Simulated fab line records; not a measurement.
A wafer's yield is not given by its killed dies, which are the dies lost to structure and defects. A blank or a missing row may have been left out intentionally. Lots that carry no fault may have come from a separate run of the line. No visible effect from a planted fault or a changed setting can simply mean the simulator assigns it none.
fab line records | flow n5_finfet
[record] lots = 9 | wafers = 26 | last_day = 17
route steps=1938 shown BEOL_M0_SAQP@677 BEOL_M0_CUTY@710 BEOL_M0@722 BEOL_M4@1111 PASSIVATION@1936
lots that met no fault: from a run of the same line without faults
start_h: the number of hours between the record's first day and the start of the first shown wafer of the lot | wait_h: time in hours since the lot's previous step | " repeats the value in the row above | L1.1+2: several wafers, shown together as one row | - no value present, or no start provided | * or withheld: withheld | < > ~ a bound
route shown NAME@n: NAME is a module with steps in the file, n the number in the route of the first one | usual: average and standard deviation across the fault-free wafers | same: alike in all rows | chamber/n: place in a boat | sites: readings site by site | _std_site: how widely they spread, as a standard deviation | _edge_site: mean of outer sites minus mean of inner sites | radius_mm: for every site, how far away it sits from the centre of the wafer | mask NAME#n: copy n | behind: tool/chamber where the wafer was last shaped | hold: what put the lot on hold/how long, in hours/how the hold closed | device: the transistor (n, p or np) that didn't switch | end of line: the tests these same wafers got at the end of their route | step lacking rows: just its recipe | killed: at the first sort, the dies lost to defects and structure; wafer yield is something else | map: the dies of a wafer, with x for killed, . for not killed, _ for no die there
set.NAME: the setting that was run; set.NAME@STEP: the one run at that earlier step | model.NAME: the simulator's own value behind a step, which no gauge read
a sample of lots followed through the steps of the route, with each step as a table and each wafer as a row
services: when a tool's chamber went out of use (start_h, in hours from the record's first day, below 0 if earlier), for how many hours, and the reason
[[steps]]
[step N5_BEOL_M0_SAQP_SPACER2_ETCHBACK_27]
[recipe] chemistry = CHF3/O2 | mode = anisotropic_etchback | target = SiO2 | target_depth_a = 225 | time_s = 11.25 | pressure_mtorr = 30 | source_w = 650 | bias_w = 170 | Ar_flow_sccm = 200 | CHF3_flow_sccm = 50 | O2_flow_sccm = 5 | ion_energy_ev = 200
[usual] drypump_motor_current_A = 5.8/0.38 | oes_product_au = 0.82/0.07 | rf_vpp_V = 521/6.8 | showerhead_plenum_p_Torr = 2.43/0.094 | throttle_valve_pct = 18.84/0.24
lot.wafer | tool        | chamber | start_h | wait_h | drypump_motor_current_A | oes_product_au | rf_hours_counter_h | rf_vpp_V | showerhead_plenum_p_Torr | throttle_valve_pct
L201.2    | rie_diel-06 | 3       | 110.17  | 0.3    | 5.6                     | 0.78           | 140                | 534      | 2.50                     | 18.73
L201.4    | "           | 1       | "       | "      | 6.2                     | 0.89           | 28                 | 513      | 2.36                     | 18.53
L201.5    | "           | 3       | "       | "      | 5.6                     | 0.78           | -                  | 533      | 2.50                     | 18.75
L202.1    | rie_diel-04 | 2       | 120.62  | 0.3    | 5.3                     | 0.85           | 73                 | 520      | 2.34                     | 18.96
L202.3    | "           | 3       | "       | "      | 6.0                     | 0.95           | 8                  | 513      | 2.46                     | 18.91
L202.6    | "           | 3       | "       | "      | 6.0                     | 0.95           | -                  | 513      | 2.46                     | 18.91
L203.1    | rie_diel-02 | 0       | 125.40  | 0.3    | 5.1                     | 0.77           | 140                | 527      | 2.54                     | 19.19
L203.2    | "           | 2       | "       | "      | 6.5                     | 0.82           | 62                 | 516      | 2.33                     | 19.12
L203.3    | "           | 3       | "       | "      | 5.9                     | 0.86           | 55                 | 523      | 2.56                     | 18.45
L209.1    | rie_diel-02 | 2       | 157.42  | 0.3    | 6.5                     | 0.80           | 73                 | 515      | 2.32                     | 19.14
L209.2    | "           | 0       | "       | "      | 5.1                     | 0.76           | 150                | 527      | 2.53                     | 19.22
L209.4    | "           | 3       | "       | "      | 5.9                     | 0.85           | 66                 | 522      | 2.56                     | 18.46
L211.1    | rie_diel-02 | 2       | 174.62  | 0.4    | 6.6                     | 0.79           | 78                 | 514      | 2.32                     | 19.14
L211.5    | "           | 0       | "       | "      | 5.1                     | 0.76           | -                  | 526      | 2.53                     | 19.21
L211.6    | "           | 1       | "       | "      | 5.7                     | 0.89           | -                  | 515      | 2.55                     | 18.55
L217.3    | rie_diel-04 | 1       | 210.20  | 0.3    | 5.5                     | 0.70           | 219                | 529      | 2.39                     | 18.96
L217.4    | "           | 3       | "       | "      | 6.0                     | 0.89           | 32                 | 513      | 2.45                     | 18.96
L217.6    | "           | 3       | "       | "      | 6.0                     | 0.90           | -                  | 513      | 2.45                     | 18.96
L219.1    | rie_diel-04 | 3       | 220.78  | 0.3    | 6.0                     | 0.88           | 35                 | 513      | 2.45                     | 18.97
L219.2    | "           | 0       | "       | "      | 5.6                     | 0.90           | 24                 | 528      | 2.35                     | 18.52
L219.6    | "           | 2       | "       | "      | 5.3                     | 0.81           | -                  | 517      | 2.33                     | 19.01
L221.1    | rie_diel-06 | 2       | 233.14  | 0.3    | 6.0                     | 0.81           | 97                 | 529      | 2.53                     | 18.73
L221.5    | "           | 1       | "       | "      | 6.2                     | 0.84           | -                  | 514      | 2.35                     | 18.58
L221.6    | "           | 0       | "       | "      | 5.6                     | 0.70           | -                  | 520      | 2.29                     | 19.01
L223.1    | rie_diel-06 | 0       | 240.83  | 0.3    | 5.6                     | 0.71           | 216                | 520      | 2.29                     | 19.01
L223.5    | "           | 3       | "       | "      | 5.6                     | 0.74           | -                  | 533      | 2.48                     | 18.81
[step N5_BEOL_M0_SAQP_ALD_48]
[recipe] material = SiO2 | target_thk_a = 200 | temp_c = 100 | ald_precursor_family = BDEAS | ald_co_reactant = O2-plasma | pulse_time_s = 1 | co_reactant_pulse_time_s = 1 | purge_time_s = 2 | co_reactant_purge_time_s = 2 | ald_cycles = 139 | pressure_torr = 2
[usual] heater_power_w = 78/10 | precursor_pulse_height_rel = 1.003/0.018
[same] co_reactant_pulse_time_s = 1 | co_reactant_purge_time_s = 2 | pulse_time_s = 1
lot.wafer | tool       | chamber | start_h | wait_h | heater_power_w | precursor_pulse_height_rel
L201.2    | ald_sin-04 | 3       | 111.08  | 0.0    | 81             | 0.991
L201.4    | "          | 1       | "       | "      | 101            | 1.033
L201.5    | "          | 3       | "       | "      | 84             | 1.015
L202.1    | ald_sin-01 | 0       | 121.63  | 0.0    | 77             | 1.015
L202.3    | "          | 3       | "       | "      | 82             | 0.987
L202.6    | "          | 3       | "       | "      | 82             | 1.032
L203.1    | ald_sin-03 | 2       | 126.31  | 0.0    | 88             | 1.023
L203.2    | "          | 0       | "       | "      | 86             | 0.984
L203.3    | "          | 1       | "       | "      | 66             | 0.997
L209.1    | ald_sin-03 | 2       | 158.70  | 0.0    | 89             | 0.996
L209.2    | "          | 0       | "       | "      | 83             | 1.012
L209.4    | "          | 3       | "       | "      | 67             | 1.005
L211.1    | ald_sin-01 | 2       | 175.77  | 0.0    | 67             | 0.956
L211.5    | "          | 2       | "       | "      | 68             | 0.999
L211.6    | "          | 3       | "       | "      | 82             | 0.989
L217.3    | ald_sin-04 | 3       | 211.39  | 0.3    | 84             | 1.001
L217.4    | "          | 1       | "       | "      | 104            | 1.030
L217.6    | "          | 0       | "       | "      | 81             | 0.997
L219.1    | ald_sin-01 | 3       | 221.70  | 0.0    | 77             | 0.993
L219.2    | "          | 2       | "       | "      | 59             | 1.015
L219.6    | "          | 3       | "       | "      | 77             | 1.002
L221.1    | ald_sin-01 | 2       | 234.05  | 0.0    | 59             | 1.028
L221.5    | "          | 2       | "       | "      | 60             | 1.017
L221.6    | "          | 1       | "       | "      | 74             | 1.002
L223.1    | ald_sin-03 | 1       | 242.41  | 0.3    | 69             | 1.036
L223.5    | "          | 0       | "       | "      | 87             | 0.976
[step N5_BEOL_M0_CUTY_INSPECT_59]
[recipe] mode = adi | inspect_instrument = macro
[usual] raw_defect_count = 2.0/1.4
lot.wafer | tool              | chamber | start_h | wait_h | raw_defect_count
L201.2    | defect_inspect-01 | -       | 112.15  | 0.0    | 1
L201.4    | "                 | -       | "       | "      | 5
L201.5    | "                 | -       | "       | "      | 0
L202.1    | defect_inspect-01 | -       | 122.70  | 0.0    | 1
L202.3    | "                 | -       | "       | "      | 1
L202.6    | "                 | -       | "       | "      | 0
L203.1    | defect_inspect-01 | -       | 127.42  | 0.0    | 0
L203.2    | "                 | -       | "       | "      | 3
L203.3    | "                 | -       | "       | "      | 0
L209.1    | defect_inspect-02 | -       | 159.77  | 0.0    | 3
L209.2    | "                 | -       | "       | "      | 26
L209.4    | "                 | -       | "       | "      | 2
L211.1    | defect_inspect-01 | -       | 176.71  | 0.0    | 1
L211.5    | "                 | -       | "       | "      | 29
L211.6    | "                 | -       | "       | "      | 1
L217.3    | defect_inspect-01 | -       | 212.34  | 0.0    | 0
L217.4    | "                 | -       | "       | "      | 3
L217.6    | "                 | -       | "       | "      | 0
L219.1    | defect_inspect-02 | -       | 222.77  | 0.0    | 2
L219.2    | "                 | -       | "       | "      | 2
L219.6    | "                 | -       | "       | "      | 2
L221.1    | defect_inspect-02 | -       | 235.12  | 0.0    | 4
L221.5    | "                 | -       | "       | "      | 2
L221.6    | "                 | -       | "       | "      | 2
L223.1    | defect_inspect-02 | -       | 243.36  | 0.0    | 2
L223.5    | "                 | -       | "       | "      | 2
[step N5_BEOL_M0_CUTY_ETCH_62]
[recipe] chemistry = CF4 | target = SiARC | mask_material = CAR-ArF-block | time_s = 58.5 | ion_energy_ev = 80 | pressure_mtorr = 40 | source_w = 545 | bias_w = 36 | Ar_flow_sccm = 100 | cf4_flow_sccm = 100 | ends = cleared
[usual] drypump_motor_current_A = 5.6/0.39 | etch_rf_on_time_s = 58.0/1.5 | oes_product_au = 0.68/0.074 | rf_vpp_V = 184.0/1.1 | showerhead_plenum_p_Torr = 2.14/0.06 | throttle_valve_pct = 15.6/0.31
lot.wafer | tool        | chamber | start_h | wait_h | drypump_motor_current_A | etch_rf_on_time_s | oes_product_au | rf_hours_counter_h | rf_vpp_V | showerhead_plenum_p_Torr | throttle_valve_pct
L201.2    | rie_diel-03 | 2       | 112.69  | 0.0    | 5.9                     | 57.5              | 0.79           | 13                 | 183.8    | 2.10                     | 15.4
L201.4    | "           | 1       | "       | "      | 6.7                     | 57.1              | 0.83           | 6                  | 182.2    | 2.11                     | 15.4
L201.5    | "           | 0       | "       | "      | 5.5                     | 59.8              | 0.58           | -                  | 183.8    | 2.03                     | 15.5
L202.1    | rie_diel-03 | 1       | 122.77  | 0.0    | 6.7                     | 56.7              | 0.82           | 10                 | 183.0    | 2.10                     | 15.4
L202.3    | "           | 3       | "       | "      | 5.6                     | 57.8              | 0.73           | 79                 | 185.1    | 2.25                     | 15.5
L202.6    | "           | 2       | "       | "      | 5.9                     | 57.4              | 0.78           | -                  | 183.4    | 2.10                     | 15.4
L203.1    | rie_diel-05 | 1       | 127.50  | 0.0    | 5.5                     | 58.6              | 0.64           | 178                | 184.1    | 2.15                     | 16.1
L203.2    | "           | 3       | "       | "      | 5.6                     | 57.6              | 0.64           | 172                | 185.1    | 2.14                     | 15.7
L203.3    | "           | 2       | "       | "      | 6.2                     | 60.2              | 0.60           | 205                | 186.0    | 2.19                     | 15.7
L209.1    | rie_diel-01 | 3       | 159.84  | 0.0    | 5.2                     | 58.4              | 0.74           | 44                 | 183.9    | 2.08                     | 15.5
L209.2    | "           | 0       | "       | "      | 5.0                     | 57.2              | 0.71           | 66                 | 182.6    | 2.10                     | 15.3
L209.4    | "           | 1       | "       | "      | 5.5                     | 55.6              | 0.78           | 28                 | 185.1    | 2.18                     | 15.2
L211.1    | rie_diel-03 | 0       | 177.09  | 0.0    | 5.5                     | 58.9              | 0.58           | 245                | 182.6    | 2.03                     | 15.5
L211.5    | "           | 0       | "       | "      | 5.5                     | 59.3              | 0.58           | -                  | 182.6    | 2.02                     | 15.5
L211.6    | "           | 3       | "       | "      | 5.6                     | 58.1              | 0.71           | -                  | 186.5    | 2.25                     | 15.6
L217.3    | rie_diel-05 | 3       | 212.40  | 0.0    | 5.6                     | 57.4              | 0.62           | 203                | 182.5    | 2.13                     | 15.8
L217.4    | "           | 1       | "       | "      | 5.5                     | 58.9              | 0.61           | 209                | 183.3    | 2.14                     | 16.2
L217.6    | "           | 3       | "       | "      | 5.6                     | 58.2              | 0.62           | -                  | 185.5    | 2.13                     | 15.8
L219.1    | rie_diel-01 | 1       | 223.09  | 0.0    | 5.6                     | 54.9              | 0.76           | 48                 | 184.8    | 2.17                     | 15.2
L219.2    | "           | 2       | "       | "      | 5.8                     | 58.3              | 0.60           | 243                | 185.1    | 2.10                     | 16.1
L219.6    | "           | 2       | "       | "      | 5.8                     | 58.7              | 0.59           | -                  | 182.9    | 2.10                     | 16.1
L221.1    | rie_diel-05 | 0       | 235.22  | 0.0    | 5.5                     | 60.4              | 0.68           | 85                 | 184.7    | 2.23                     | 15.2
L221.5    | "           | 2       | "       | "      | 6.2                     | 60.9              | 0.57           | -                  | 183.7    | 2.18                     | 15.8
L221.6    | "           | 1       | "       | "      | 5.5                     | 58.1              | 0.61           | -                  | 182.3    | 2.13                     | 16.2
L223.1    | rie_diel-05 | 0       | 243.43  | 0.0    | 5.5                     | 60.1              | 0.67           | 88                 | 185.8    | 2.23                     | 15.2
L223.5    | "           | 1       | "       | "      | 5.5                     | 58.1              | 0.61           | -                  | 184.4    | 2.13                     | 16.2
[step N5_BEOL_M0_STRIP_142]
[recipe] chemistry = N2/H2 | time_s = 10 | power_w = 450 | temp_c = 40 | pressure_mtorr = 20 | rf_frequency_hz = 6e+07 | bias_power_w = 7 | n2_flow_sccm = 200 | h2_flow_sccm = 200
[usual] drypump_motor_current_A = 5.6/0.41 | h2_flow_sccm = 200.1/0.63 | oes_product_au = 0.80/0.083 | rf_vpp_V = 59.3/0.83 | showerhead_plenum_p_Torr = 2.54/0.079 | throttle_valve_pct = 23.6/0.35
lot.wafer | tool        | chamber | start_h | wait_h | drypump_motor_current_A | h2_flow_sccm | oes_product_au | rf_hours_counter_h | rf_vpp_V | showerhead_plenum_p_Torr | throttle_valve_pct
L201.2    | rie_diel-03 | 0       | 114.40  | 0.0    | 5.5                     | 200.3        | 0.69           | 230                | 59.0     | 2.40                     | 23.7
L201.4    | "           | 3       | "       | "      | 5.7                     | 200.0        | 0.85           | 76                 | 58.5     | 2.69                     | 23.8
L201.5    | "           | 3       | "       | "      | 5.6                     | 200.7        | 0.85           | -                  | 60.3     | 2.69                     | 23.8
L202.1    | rie_diel-03 | 0       | 125.21  | 0.0    | 5.5                     | 199.7        | 0.68           | 234                | 58.2     | 2.40                     | 23.7
L202.3    | "           | 1       | "       | "      | 6.7                     | 199.5        | 0.96           | 11                 | 58.8     | 2.48                     | 23.4
L202.6    | "           | 3       | "       | "      | 5.6                     | 199.4        | 0.84           | -                  | 58.3     | 2.69                     | 23.8
L203.1    | rie_diel-05 | 3       | 129.81  | 0.0    | 5.6                     | 200.4        | 0.74           | 173                | 60.2     | 2.53                     | 23.8
L203.2    | "           | 1       | "       | "      | 5.5                     | 200.3        | 0.75           | 179                | 58.4     | 2.52                     | 23.8
L203.3    | "           | 2       | "       | "      | 6.2                     | 201.1        | 0.71           | 206                | 59.6     | 2.64                     | 23.9
L209.1    | rie_diel-03 | 1       | 163.38  | 0.0    | 6.7                     | 200.0        | 0.94           | 18                 | 58.3     | 2.48                     | 23.4
L209.2    | "           | 0       | "       | "      | 5.5                     | 199.5        | 0.66           | 242                | 59.9     | 2.40                     | 23.7
L209.4    | "           | 3       | "       | "      | 5.6                     | 199.4        | 0.83           | 89                 | 60.3     | 2.68                     | 23.8
L211.1    | rie_diel-01 | 0       | 180.28  | 0.0    | 5.1                     | 200.4        | 0.84           | 72                 | 57.9     | 2.47                     | 23.1
L211.5    | "           | 2       | "       | "      | 5.8                     | 200.2        | 0.70           | -                  | 59.7     | 2.52                     | 24.4
L211.6    | "           | 3       | "       | "      | 5.2                     | 200.6        | 0.87           | -                  | 60.8     | 2.47                     | 23.5
L217.3    | rie_diel-01 | 2       | 214.62  | 0.0    | 5.8                     | 200.2        | 0.69           | 240                | 57.8     | 2.52                     | 24.4
L217.4    | "           | 0       | "       | "      | 5.1                     | 198.7        | 0.81           | 84                 | 58.4     | 2.46                     | 23.1
L217.6    | "           | 3       | "       | "      | 5.2                     | 199.8        | 0.85           | -                  | 60.6     | 2.47                     | 23.5
L219.1    | rie_diel-01 | 0       | 224.76  | 0.0    | 5.1                     | 200.3        | 0.81           | 87                 | 59.8     | 2.46                     | 23.2
L219.2    | "           | 2       | "       | "      | 5.8                     | 200.1        | 0.68           | 244                | 59.6     | 2.52                     | 24.4
L219.6    | "           | 2       | "       | "      | 5.8                     | 200.4        | 0.69           | -                  | 58.7     | 2.52                     | 24.4
L221.1    | rie_diel-05 | 0       | 238.71  | 0.0    | 5.5                     | 200.6        | 0.79           | 86                 | 59.8     | 2.66                     | 23.1
L221.5    | "           | 1       | "       | "      | 5.5                     | 201.6        | 0.72           | -                  | 59.4     | 2.50                     | 23.9
L221.6    | "           | 0       | "       | "      | 5.6                     | 200.8        | 0.81           | -                  | 58.4     | 2.66                     | 23.1
L223.1    | rie_diel-05 | 1       | 244.78  | 0.0    | 5.5                     | 200.4        | 0.72           | 219                | 59.2     | 2.50                     | 23.9
L223.5    | "           | 3       | "       | "      | 5.6                     | 200.0        | 0.70           | -                  | 59.8     | 2.51                     | 23.8
[step N5_BEOL_M4_RC_MEAS_101]
[usual] DIBL_N = 37.1/1.9 | DIBL_P = 37.2/2.3 | IOFF_N = 0.18/0.04 | IOFF_P = 0.23/0.044 | ION_N = 682/11 | ION_P = 468/8.6 | SS_N = 71.9/0.68 | SS_P = 73.5/0.74 | VT_N = 248/3.4 | VT_P = -248/3.4
lot.wafer | tool      | chamber | start_h | wait_h | DIBL_N[mV/V] | DIBL_P[mV/V] | IOFF_N[nA/um] | IOFF_P[nA/um] | ION_N[uA/um] | ION_P[uA/um] | SS_N[mV/dec] | SS_P[mV/dec] | VT_N[mV] | VT_P[mV]
L201.2    | prober-01 | 0       | 170.05  | 0.2    | 38.1         | 37.9         | 0.19          | 0.25          | 676          | 471          | 71.6         | 73.4         | 248      | -247
L201.4    | "         | 0       | "       | "      | 35.5         | 34.4         | 0.13          | 0.20          | 668          | 460          | 71.4         | 72.3         | 254      | -250
L201.5    | "         | 0       | "       | "      | 38.4         | 37.7         | 0.19          | 0.25          | 679          | 465          | 72.1         | 73.3         | 250      | -248
L202.1    | prober-02 | 0       | 170.25  | 0.0    | 39.1         | 38.0         | 0.19          | 0.24          | 673          | 463          | 72.1         | 74.4         | 250      | -250
L202.3    | "         | 0       | "       | "      | 36.4         | 34.9         | 0.14          | 0.20          | 675          | 468          | 71.3         | 73.4         | 251      | -251
L202.6    | "         | 0       | "       | "      | 38.4         | 36.1         | 0.16          | 0.22          | 668          | 461          | 72.4         | 73.8         | 248      | -249
L203.1    | prober-02 | 0       | 191.06  | 0.2    | 33.6         | 34.6         | 0.13          | 0.19          | 662          | 461          | 71.1         | 73.4         | 254      | -249
L203.2    | "         | 0       | "       | "      | 35.1         | 36.4         | 0.16          | 0.22          | 683          | 468          | 71.5         | 74.3         | 251      | -245
L203.3    | "         | 0       | "       | "      | 34.7         | 36.5         | 0.15          | 0.22          | 676          | 475          | 71.6         | 73.2         | 252      | -249
L209.1    | prober-01 | 0       | 212.68  | 0.0    | 35.0         | 34.4         | 0.14          | 0.19          | 672          | 466          | 71.7         | 72.6         | 250      | -251
L209.2    | "         | 0       | "       | "      | 37.0         | 37.8         | 0.20          | 0.26          | 694          | 481          | 71.6         | 73.7         | 244      | -244
L209.4    | "         | 0       | "       | "      | 37.2         | 37.1         | 0.19          | 0.23          | 679          | 466          | 72.2         | 73.2         | 244      | -249
L211.1    | prober-01 | 0       | 226.21  | 0.0    | 36.6         | 38.5         | 0.17          | 0.20          | 685          | 461          | 71.6         | 74.0         | 249      | -254
L211.5    | "         | 0       | "       | "      | 34.3         | 37.1         | 0.14          | 0.18          | 676          | 461          | 70.7         | 73.0         | 254      | -251
L211.6    | "         | 0       | "       | "      | 34.6         | 35.9         | 0.14          | 0.17          | 675          | 456          | 71.0         | 72.0         | 251      | -255
L217.3    | prober-01 | 0       | 261.19  | 0.3    | 40.2         | 42.0         | 0.26          | 0.30          | 697          | 471          | 73.5         | 74.6         | 244      | -245
L217.4    | "         | 0       | "       | "      | 37.6         | 39.5         | 0.20          | 0.26          | 687          | 465          | 72.0         | 74.1         | 246      | -248
L217.6    | "         | 0       | "       | "      | 39.0         | 39.6         | 0.22          | 0.25          | 681          | 455          | 72.6         | 74.0         | 246      | -247
L219.1    | prober-01 | 0       | 280.75  | 0.0    | 38.3         | 37.5         | 0.19          | 0.26          | 698          | 484          | 71.2         | 74.0         | 245      | -244
L219.2    | "         | 0       | "       | "      | 40.2         | 38.8         | 0.24          | 0.30          | 688          | 465          | 72.5         | 74.3         | 244      | -245
L219.6    | "         | 0       | "       | "      | 40.9         | 40.6         | 0.25          | 0.33          | 693          | 476          | 72.6         | 73.9         | 244      | -244
L221.1    | prober-01 | 0       | 292.97  | 0.0    | 37.6         | 40.2         | 0.21          | 0.29          | 688          | 473          | 72.1         | 74.6         | 246      | -246
L221.5    | "         | 0       | "       | "      | 37.4         | 39.5         | 0.19          | 0.26          | 681          | 464          | 71.8         | 74.0         | 247      | -246
L221.6    | "         | 0       | "       | "      | 41.7         | 43.6         | 0.32          | 0.37          | 699          | 477          | 73.5         | 75.8         | 240      | -244
L223.1    | prober-01 | 0       | 294.81  | 0.0    | 36.3         | 37.3         | 0.19          | 0.26          | 689          | 471          | 72.2         | 73.4         | 246      | -245
L223.5    | "         | 0       | "       | "      | 32.8         | 33.6         | 0.13          | 0.20          | 652          | 457          | 71.2         | 71.7         | 253      | -250
[step N5_PASSIVATION_PROBE_49]
[usual] defect_limited_yield = 91.5/1.4 | killed_at_M0_to_M3 = 32/9.7 | killed_at_M4_up = 14/5.3 | killed_at_contacts = 11/6 | killed_at_front_end = 39/14 | killed_at_other = 3.3/2.7 | killed_dies = 100/17 | killed_open = 66/13 | killed_short = 32/7.4 | sort_bin_4_leakage = 0.02/0.16 | sort_bin_5_function = 4.9/0.9 | sort_bin_6_memory = 3.2/0.72 | sort_bin_8_speed = 0.00/0.0071 | sort_n_pass = 1080/17 | sort_yield_pct = 91.5/1.4
[same] gross_dies = 1180 | killed_at_back_side = 0
lot.wafer | tool      | chamber | start_h | wait_h | defect_limited_yield[%] | killed_at_M0_to_M3 | killed_at_M4_up | killed_at_contacts | killed_at_front_end | killed_at_other | killed_dies | killed_open | killed_short | sort_bin_4_leakage[%] | sort_bin_5_function[%] | sort_bin_6_memory[%] | sort_bin_8_speed[%] | sort_n_pass | sort_yield_pct[%]
L209.2    | prober-02 | -       | 311.38  | 0.1    | 89.9                    | 46                 | 14              | 2                  | 54                  | 3               | 119         | 63          | 28           | 0                     | 5.1                    | 4.3                  | 0                   | 1061        | 89.9
L211.5    | prober-01 | -       | 328.89  | 0.2    | 88.8                    | 44                 | 11              | 22                 | 51                  | 4               | 132         | 73          | 39           | 0                     | 6.9                    | 4.0                  | 0                   | 1048        | 88.8
// killed by level:class
L209.2 STI_FIN_REVEAL:geometric_particle:open=30 BEOL_M0_SAQP:unspecified=21 STI_FIN_REVEAL:geometric_particle:short=5 BEOL_M0_SAQP:geometric_particle:short=5 DUMMY_GATE:geometric_particle:short=4 BEOL_M4:geometric_particle:open=4 BEOL_M11:geometric_particle:open=4 HKMG_FIN:area_etch=4
L211.5 BEOL_M0_SAQP:unspecified=19 FIN_SAQP:geometric_particle:short=16 STI_FIN_REVEAL:geometric_particle:open=15 MOL_CONTACT_COAG:geometric_particle:open=15 BEOL_M0_SAQP:geometric_particle:open=9 BEOL_M4:geometric_particle:open=8 FIN_SAQP:geometric_particle:open=7 MOL_CONTACT_COAG:geometric_particle:short=7
[[services]]
tool        | chamber | start_h | hours | kind
rie_diel-01 | 1       | 94.09   | 2.9   | repair
rie_diel-04 | 2       | 97.38   | 9.7   | repair
ald_sin-01  | 2       | 121.58  | 1.6   | repair
rie_diel-05 | 0       | 122.16  | 10.0  | repair
rie_diel-03 | -       | 128.90  | 15.6  | pm
rie_diel-02 | 3       | 139.39  | 2.0   | repair
rie_diel-04 | 3       | 146.43  | 9.5   | repair
ald_sin-01  | 0       | 155.56  | 9.1   | repair
rie_diel-03 | 0       | 168.28  | 7.7   | repair
ald_sin-01  | -       | 176.91  | 14.0  | pm
rie_diel-01 | -       | 178.16  | 0.7   | repair
rie_diel-06 | 1       | 181.26  | 7.0   | repair
ald_sin-03  | -       | 183.57  | 6.1   | pm
rie_diel-06 | 2       | 187.71  | 4.6   | repair
rie_diel-03 | 0       | 190.42  | -     | clean
rie_diel-03 | 0       | 190.42  | -     | consumable_replace:esc
rie_diel-03 | 0       | 190.42  | -     | consumable_replace:focus_ring
rie_diel-03 | 0       | 190.42  | -     | consumable_replace:showerhead
rie_diel-03 | 0       | 190.42  | 35.4  | scheduled_down
rie_diel-03 | 0       | 190.42  | 35.4  | vent_cycle
ald_sin-01  | 0       | 211.20  | 20.1  | repair
rie_diel-05 | 1       | 213.01  | 3.8   | repair
rie_diel-02 | 3       | 240.22  | 32.8  | repair
rie_diel-05 | 2       | 241.53  | 4.6   | repair
[[key]]
[first_sign] step = N5_BEOL_M0_CUTY_INSPECT_59 | reading = raw_defect_count | direction = up | sigmas = 18 | usual = 2.0 | struck = 27.5
effect none on later readings
met_at N5_BEOL_M0_SAQP_SPACER2_ETCHBACK_27
struck_lots L209,L211
struck_wafers L209.2,L211.5
not_acting_at N5_BEOL_M0_SAQP_ALD_48,N5_BEOL_M0_CUTY_ETCH_62,N5_BEOL_M0_STRIP_142
onset_between 125.40 157.42
[fault] kind = chamber_particle_source | tool = rie_diel-02 | chamber = 0 | onset_h = 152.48 | steps = N5_BEOL_M0_SAQP_SPACER2_ETCHBACK_27 | rate_per_visit_cm2 = 0.038246 | end_h = 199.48
